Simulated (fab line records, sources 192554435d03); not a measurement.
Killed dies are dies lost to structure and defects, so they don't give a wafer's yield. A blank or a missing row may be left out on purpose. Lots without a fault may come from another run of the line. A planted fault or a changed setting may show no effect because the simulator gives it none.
Which tool did it? | flow n5_finfet | 24 lots, 72 wafers sampled, at 5 steps of a route of 1938

WHAT THE GAUGES READ, wafer by wafer
N5_BEOL_M14_INSPECT_30: inspects for defects (macro).
lot  | measured     | on                | raw_defect_count
L076 | day 11 11:11 | defect_inspect-02 | 3 1 2
L074 | day 11 13:36 | defect_inspect-02 | 3 2 1
L075 | day 11 19:01 | defect_inspect-02 | 1 0 2
L077 | day 12 07:04 | defect_inspect-02 | 4 1 1
L078 | day 12 09:59 | defect_inspect-02 | 1 2 1
L079 | day 12 17:14 | defect_inspect-02 | 4 1 4
L080 | day 12 20:58 | defect_inspect-02 | 6 1 2
L081 | day 13 07:29 | defect_inspect-02 | 3 4 2
L083 | day 13 12:23 | defect_inspect-01 | 3 1 3
L082 | day 13 13:31 | defect_inspect-02 | 0 3 2
L084 | day 13 19:03 | defect_inspect-01 | 7 5 1
L085 | day 14 20:32 | defect_inspect-01 | 2 1 4
L086 | day 14 21:22 | defect_inspect-01 | 2 3 2
L088 | day 14 21:49 | defect_inspect-02 | 3 4 1
L091 | day 14 22:21 | defect_inspect-01 | 2 2 3
L087 | day 15 00:14 | defect_inspect-02 | 3 2 3
L090 | day 15 06:33 | defect_inspect-02 | 2 7 4
L089 | day 15 09:46 | defect_inspect-01 | 1 2 0
L094 | day 16 06:16 | defect_inspect-02 | 1 3 1
L092 | day 16 07:46 | defect_inspect-01 | 1 0 1
L095 | day 16 10:56 | defect_inspect-01 | 2 4 0
L093 | day 16 11:14 | defect_inspect-01 | 4 2 1
L096 | day 16 23:48 | defect_inspect-02 | 1 2 1
L097 | day 17 00:52 | defect_inspect-01 | 3 2 6

N5_BEOL_M15_THK_MEAS_50: measures by xrf.
lot  | measured     | on            | M15_THK (nm)
L076 | day 11 21:44 | film_metro-02 | 834 831 831
L074 | day 12 01:12 | film_metro-02 | 848 853 845
L075 | day 12 04:59 | film_metro-02 | 842 852 853
L077 | day 12 19:17 | film_metro-02 | 859 859 862
L078 | day 12 19:44 | film_metro-01 | 826 808 799
L079 | day 13 06:13 | film_metro-01 | 861 841 864
L080 | day 13 07:19 | film_metro-01 | 819 827 815
L081 | day 13 18:47 | film_metro-02 | 863 850 860
L083 | day 13 23:42 | film_metro-02 | 831 816 817
L082 | day 14 00:25 | film_metro-02 | 832 822 825
L084 | day 14 05:39 | film_metro-02 | 858 849 864
L085 | day 15 07:37 | film_metro-02 | 851 859 853
L086 | day 15 08:08 | film_metro-01 | 828 819 826
L088 | day 15 10:04 | film_metro-01 | 830 854 831
L091 | day 15 10:22 | film_metro-02 | 839 861 839
L087 | day 15 10:46 | film_metro-01 | 853 845 856
L090 | day 15 17:35 | film_metro-01 | 849 848 842
L089 | day 15 23:24 | film_metro-01 | 825 823 822
L094 | day 16 14:38 | film_metro-02 | 833 816 832
L092 | day 16 21:33 | film_metro-01 | 831 833 835
L095 | day 16 21:35 | film_metro-02 | 852 863 853
L093 | day 16 22:09 | film_metro-02 | 849 848 869
L096 | day 17 12:53 | film_metro-01 | 815 856 805
L097 | day 17 13:02 | film_metro-01 | 822 834 828

WHICH TOOL RAN EACH LOT (tool, then ch and the chambers of the sampled wafers, then the start)
lot  | N5_BEOL_M15_DESCUM_15              | N5_BEOL_M15_TRENCH_ETCH_34         | N5_BEOL_M15_SPUTTER_45
L076 | rie_diel-05 ch 0,1,3, day 11 17:32 | rie_diel-05 ch 1,3, day 11 19:19   | pvd_sputter-03, day 11 20:47
L074 | rie_diel-01 ch 0,1, day 11 17:34   | rie_diel-04 ch 1,3, day 11 19:22   | pvd_sputter-02, day 12 00:14
L075 | rie_diel-05 ch 0,1,3, day 11 23:49 | rie_diel-04 ch 1,3, day 12 01:34   | pvd_sputter-01, day 12 04:02
L077 | rie_diel-04 ch 0,1,2, day 12 13:29 | rie_diel-04 ch 0,1,2, day 12 15:40 | pvd_sputter-03, day 12 18:20
L078 | rie_diel-04 ch 0,1,3, day 12 14:29 | rie_diel-05 ch 0,2, day 12 16:02   | pvd_sputter-03, day 12 18:47
L079 | rie_diel-05 ch 1,2, day 12 22:30   | rie_diel-04 ch 1,2,3, day 13 00:13 | pvd_sputter-01, day 13 05:16
L080 | rie_diel-05 ch 1,2, day 13 01:50   | rie_diel-01 ch 0,1,2, day 13 03:33 | pvd_sputter-01, day 13 06:22
L081 | rie_diel-05 ch 1,2, day 13 13:20   | rie_diel-04 ch 0,3, day 13 15:05   | pvd_sputter-02, day 13 17:46
L083 | rie_diel-04 ch 1,2, day 13 17:07   | rie_diel-05 ch 0,1, day 13 19:01   | pvd_sputter-01, day 13 21:40
L082 | rie_diel-04 ch 0,1,2, day 13 17:32 | rie_diel-01 ch 0,2, day 13 19:13   | pvd_sputter-02, day 13 22:01
L084 | rie_diel-04 ch 1,2, day 14 00:16   | rie_diel-04 ch 2,3, day 14 02:23   | pvd_sputter-03, day 14 04:25
L085 | rie_diel-04 ch 1,2,3, day 15 00:58 | rie_diel-04 ch 0,1,2, day 15 02:46 | pvd_sputter-03, day 15 06:39
L086 | rie_diel-01 ch 0,2,3, day 15 03:03 | rie_diel-01 ch 0,1,3, day 15 04:56 | pvd_sputter-03, day 15 07:10
L088 | rie_diel-04 ch 1,2, day 15 03:26   | rie_diel-04 ch 0,3, day 15 05:05   | pvd_sputter-02, day 15 09:05
L091 | rie_diel-01 ch 0,1,3, day 15 04:26 | rie_diel-05 ch 1,2,3, day 15 06:02 | pvd_sputter-01, day 15 09:22
L087 | rie_diel-04 ch 0,1, day 15 04:29   | rie_diel-04 ch 0,1,3, day 15 06:04 | pvd_sputter-03, day 15 09:49
L090 | rie_diel-05 ch 0,1,2, day 15 11:49 | rie_diel-04 ch 2,3, day 15 13:22   | pvd_sputter-02, day 15 16:16
L089 | rie_diel-01 ch 0,3, day 15 18:01   | rie_diel-01 ch 1,2,3, day 15 19:56 | pvd_sputter-01, day 15 22:27
L094 | rie_diel-05 ch 1,2,3, day 16 09:46 | rie_diel-01 ch 0,2,3, day 16 11:26 | pvd_sputter-01, day 16 13:41
L092 | rie_diel-05 ch 0,1,2, day 16 13:01 | rie_diel-04 ch 0,1, day 16 14:49   | pvd_sputter-01, day 16 20:35
L095 | rie_diel-04 ch 0,1, day 16 15:29   | rie_diel-05 ch 1,3, day 16 17:02   | pvd_sputter-02, day 16 20:38
L093 | rie_diel-05 ch 1,2, day 16 16:20   | rie_diel-05 ch 1,2,3, day 16 18:00 | pvd_sputter-02, day 16 21:00
L096 | rie_diel-01 ch 1,2,3, day 17 05:47 | rie_diel-05 ch 0,3, day 17 09:29   | pvd_sputter-03, day 17 11:56
L097 | rie_diel-05 ch 1,2,3, day 17 05:57 | rie_diel-01 ch 0,1, day 17 09:32   | pvd_sputter-02, day 17 11:58
- N5_BEOL_M15_DESCUM_15: chemistry O2, time 7.9 s.
- N5_BEOL_M15_TRENCH_ETCH_34: etches SiO2 in C4F8/O2/Ar, target depth 872.93 nm, time 199 s.
- N5_BEOL_M15_SPUTTER_45: material Cu, target thk 100 nm, time 16.67 s.

WHAT THE TOOLS THEMSELVES READ (means of the sampled wafers that have a number; where no wafer has one, the mark that the record gives instead)
N5_BEOL_M15_DESCUM_15.
lot  | tool        | drypump_motor_current_A (A) | oes_product_au (a.u.) | rf_fwd_power_W (W) | rf_vpp_V (V) | showerhead_plenum_p_Torr (Torr) | temp_c (C) | throttle_valve_pct (%)
L076 | rie_diel-05 | 6.1                         | 0.79                  | 49.46              | 243.5        | 2.10                            | 39.96      | 20.47
L074 | rie_diel-01 | 6.2                         | 0.78                  | 49.57              | 243.0        | 2.06                            | 40.10      | 20.21
L075 | rie_diel-05 | 6.1                         | 0.79                  | 49.50              | 243.6        | 2.10                            | 39.98      | 20.47
L077 | rie_diel-04 | 5.5                         | 0.81                  | 49.32              | 244.6        | 2.17                            | 40.01      | 20.32
L078 | rie_diel-04 | 5.6                         | 0.82                  | 49.34              | 244.9        | 2.18                            | 39.89      | 20.44
L079 | rie_diel-05 | 5.6                         | 0.76                  | 49.31              | 243.9        | 2.07                            | 40.07      | 20.65
L080 | rie_diel-05 | 5.6                         | 0.76                  | 49.26              | 243.1        | 2.07                            | 39.87      | 20.65
L081 | rie_diel-05 | 5.8                         | 0.76                  | 49.50              | 242.8        | 2.04                            | 39.97      | 20.63
L083 | rie_diel-04 | 5.7                         | 0.85                  | 49.48              | 244.8        | 2.21                            | 39.93      | 20.23
L082 | rie_diel-04 | 5.5                         | 0.80                  | 49.36              | 244.7        | 2.16                            | 40.07      | 20.33
L084 | rie_diel-04 | 5.7                         | 0.84                  | 49.45              | 244.7        | 2.21                            | 39.93      | 20.23
L085 | rie_diel-04 | 5.7                         | 0.84                  | 49.42              | 244.6        | 2.22                            | 39.98      | 20.37
L086 | rie_diel-01 | 5.7                         | 0.73                  | 49.42              | 242.7        | 2.08                            | 39.97      | 20.52
L088 | rie_diel-04 | 5.7                         | 0.83                  | 49.47              | 244.0        | 2.21                            | 40.01      | 20.24
L091 | rie_diel-01 | 6.2                         | 0.74                  | 49.29              | 242.6        | 2.08                            | 40.02      | 20.33
L087 | rie_diel-04 | 5.3                         | 0.75                  | 49.51              | 243.6        | 2.11                            | 39.98      | 20.45
L090 | rie_diel-05 | 5.8                         | 0.78                  | 49.42              | 242.6        | 2.08                            | 39.97      | 20.61
L089 | rie_diel-01 | 6.0                         | 0.72                  | 49.46              | 243.2        | 2.10                            | 39.96      | 20.42
L094 | rie_diel-05 | 5.9                         | 0.80                  | 49.39              | 243.5        | 2.07                            | 39.99      | 20.45
L092 | rie_diel-05 | 5.8                         | 0.76                  | 49.25              | 243.3        | 2.08                            | 40.01      | 20.63
L095 | rie_diel-04 | 5.4                         | 0.74                  | 49.66              | 244.0        | 2.11                            | 39.95      | 20.46
L093 | rie_diel-05 | 5.6                         | 0.74                  | 49.28              | 242.4        | 2.06                            | 40.05      | 20.70
L096 | rie_diel-01 | 5.8                         | 0.74                  | 49.25              | 242.3        | 2.03                            | 40.00      | 20.43
L097 | rie_diel-05 | 5.9                         | 0.80                  | 49.45              | 242.4        | 2.07                            | 40.02      | 20.46

N5_BEOL_M15_TRENCH_ETCH_34.
lot  | tool        | drypump_motor_current_A (A) | mfc_ar_sccm (sccm) | oes_ar_750_au (a.u.) | oes_product_au (a.u.) | rf_fwd_power_W (W) | rf_vpp_V (V) | showerhead_plenum_p_Torr (Torr) | throttle_valve_pct (%)
L076 | rie_diel-05 | 6.2                         | 399.9              | 0.75                 | 0.74                  | 1903               | 2191         | 3.39                            | 31.01
L074 | rie_diel-04 | 5.8                         | 399.2              | 0.85                 | 0.86                  | 1900               | 2234         | 3.61                            | 30.95
L075 | rie_diel-04 | 5.8                         | 399.5              | 0.86                 | 0.87                  | 1901               | 2236         | 3.62                            | 30.87
L077 | rie_diel-04 | 5.5                         | 400.2              | 0.80                 | 0.81                  | 1889               | 2220         | 3.56                            | 30.84
L078 | rie_diel-05 | 5.7                         | 400.2              | 0.83                 | 0.83                  | 1893               | 2263         | 3.47                            | 30.93
L079 | rie_diel-04 | 5.7                         | 399.2              | 0.84                 | 0.85                  | 1898               | 2244         | 3.62                            | 30.81
L080 | rie_diel-01 | 5.8                         | 399.9              | 0.75                 | 0.75                  | 1901               | 2193         | 3.40                            | 30.93
L081 | rie_diel-04 | 5.3                         | 399.6              | 0.78                 | 0.78                  | 1899               | 2192         | 3.49                            | 30.88
L083 | rie_diel-05 | 6.0                         | 399.5              | 0.82                 | 0.82                  | 1889               | 2235         | 3.43                            | 31.01
L082 | rie_diel-01 | 5.8                         | 399.3              | 0.73                 | 0.73                  | 1898               | 2210         | 3.46                            | 30.93
L084 | rie_diel-04 | 5.6                         | 398.2              | 0.84                 | 0.86                  | 1906               | 2254         | 3.63                            | 30.67
L085 | rie_diel-04 | 5.5                         | 400.2              | 0.79                 | 0.79                  | 1905               | 2218         | 3.55                            | 30.86
L086 | rie_diel-01 | 6.1                         | 398.8              | 0.73                 | 0.73                  | 1893               | 2199         | 3.43                            | 30.84
L088 | rie_diel-04 | 5.3                         | 400.0              | 0.76                 | 0.76                  | 1904               | 2190         | 3.49                            | 30.88
L091 | rie_diel-05 | 5.9                         | 400.1              | 0.81                 | 0.81                  | 1902               | 2216         | 3.41                            | 30.88
L087 | rie_diel-04 | 5.6                         | 399.5              | 0.79                 | 0.79                  | 1900               | 2212         | 3.54                            | 30.94
L090 | rie_diel-04 | 5.6                         | 398.8              | 0.82                 | 0.84                  | 1902               | 2252         | 3.62                            | 30.67
L089 | rie_diel-01 | 5.8                         | 399.9              | 0.75                 | 0.75                  | 1901               | 2184         | 3.36                            | 30.98
L094 | rie_diel-01 | 5.8                         | 401.1              | 0.72                 | 0.72                  | 1902               | 2202         | 3.42                            | 30.98
L092 | rie_diel-04 | 5.4                         | 399.0              | 0.75                 | 0.74                  | 1901               | 2187         | 3.47                            | 30.96
L095 | rie_diel-05 | 6.1                         | 400.1              | 0.80                 | 0.80                  | 1897               | 2189         | 3.37                            | 30.96
L093 | rie_diel-05 | 5.9                         | 400.2              | 0.80                 | 0.80                  | 1905               | 2216         | 3.40                            | 30.89
L096 | rie_diel-05 | 6.0                         | 399.4              | 0.84                 | 0.85                  | 1897               | 2220         | 3.47                            | 30.77
L097 | rie_diel-01 | 6.2                         | 399.7              | 0.71                 | 0.71                  | 1897               | 2206         | 3.44                            | 30.84

N5_BEOL_M15_SPUTTER_45.
lot  | tool           | bias_v (V) | throttle_valve_pct (%)
L076 | pvd_sputter-03 | 60.1       | 29.7
L074 | pvd_sputter-02 | 59.8       | 30.1
L075 | pvd_sputter-01 | 60.0       | 30.2
L077 | pvd_sputter-03 | 59.9       | 29.8
L078 | pvd_sputter-03 | 59.5       | 30.9
L079 | pvd_sputter-01 | 59.5       | 30.3
L080 | pvd_sputter-01 | 59.9       | 29.9
L081 | pvd_sputter-02 | 60.4       | 30.5
L083 | pvd_sputter-01 | 59.8       | 30.2
L082 | pvd_sputter-02 | 59.6       | 29.8
L084 | pvd_sputter-03 | 59.9       | 29.8
L085 | pvd_sputter-03 | 59.4       | 29.8
L086 | pvd_sputter-03 | 59.2       | 29.7
L088 | pvd_sputter-02 | 60.1       | 29.8
L091 | pvd_sputter-01 | 59.6       | 30.2
L087 | pvd_sputter-03 | 60.0       | 30.8
L090 | pvd_sputter-02 | 60.3       | 30.2
L089 | pvd_sputter-01 | 59.6       | 29.9
L094 | pvd_sputter-01 | 61.0       | 30.3
L092 | pvd_sputter-01 | 60.6       | 29.5
L095 | pvd_sputter-02 | 60.0       | 29.3
L093 | pvd_sputter-02 | 60.0       | 29.9
L096 | pvd_sputter-03 | 60.2       | 30.8
L097 | pvd_sputter-02 | 60.1       | 30.1

THE ANSWER, worked out from the rows above alone
Rule: what is usual is taken from the lots themselves. Put in order of their means at a reading, lots are off if they are a third of the lots or fewer, leave a main group of 4 or more, and stand apart from it by a gap of 3 or more times the standard deviation of the main group's means; of several such gaps the widest counts. A main group whose means are all the same, to the digits that the tables above print for the reading, isn't used. A lot without any number at a reading at which 4 lots or more have one is off too. The other lots that the step has rows for count as sound. The gauges are gone through in route order, then the tools' own readings, and for those a lot's mean is taken as printed above. The first step at which some lot is off is used, and at that step the reading that is off furthest; a lot without a number counts as furthest.
No lot is off at any reading shown: from this, nothing can be told.

WHAT THE SIMULATOR HAD PUT IN
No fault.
